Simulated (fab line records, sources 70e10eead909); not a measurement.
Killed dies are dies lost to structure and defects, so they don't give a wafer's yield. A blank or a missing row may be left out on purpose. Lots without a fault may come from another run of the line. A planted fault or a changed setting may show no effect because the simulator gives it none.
Which tool did it? | flow nand_harc | 11 lots, 33 wafers sampled, at 1 step of a route of 1302

WHAT THE GAUGES READ, wafer by wafer
NHARC_P_M2_INSPECT_11.
lot  | measured     | on                | raw_defect_count
L334 | day 6 19:16  | defect_inspect-02 | 5 8 5
L335 | day 7 05:48  | defect_inspect-01 | 2 3 1
L336 | day 7 18:39  | defect_inspect-02 | 4 5 11
L337 | day 7 23:22  | defect_inspect-02 | 4 3 7
L341 | day 9 20:06  | defect_inspect-01 | 5 4 4
L350 | day 13 15:48 | defect_inspect-01 | 5 7 1
L349 | day 13 16:30 | defect_inspect-02 | 3 4 2
L351 | day 14 08:34 | defect_inspect-01 | 3 11 10
L353 | day 14 19:29 | defect_inspect-02 | 3 4 8
L354 | day 14 20:27 | defect_inspect-02 | 6 3 4
L352 | day 15 01:41 | defect_inspect-01 | 6 6 6

WHICH TOOL RAN EACH LOT (tool, then ch and the chambers of the sampled wafers, then the start)
The record holds no process step before these readings.

THE ANSWER, worked out from the rows above alone
Rule: what is usual is taken from the lots themselves. Put in order of their means at a reading, lots are off if they are a third of the lots or fewer, leave a main group of 4 or more, and stand apart from it by a gap of 3 or more times the standard deviation of the main group's means; of several such gaps the widest counts. A main group whose means are all the same, to the digits that the tables above print for the reading, isn't used. A lot without any number at a reading at which 4 lots or more have one is off too. The other lots that the step has rows for count as sound.
No lot is off at any reading shown: from this, nothing can be told.

WHAT THE SIMULATOR HAD PUT IN
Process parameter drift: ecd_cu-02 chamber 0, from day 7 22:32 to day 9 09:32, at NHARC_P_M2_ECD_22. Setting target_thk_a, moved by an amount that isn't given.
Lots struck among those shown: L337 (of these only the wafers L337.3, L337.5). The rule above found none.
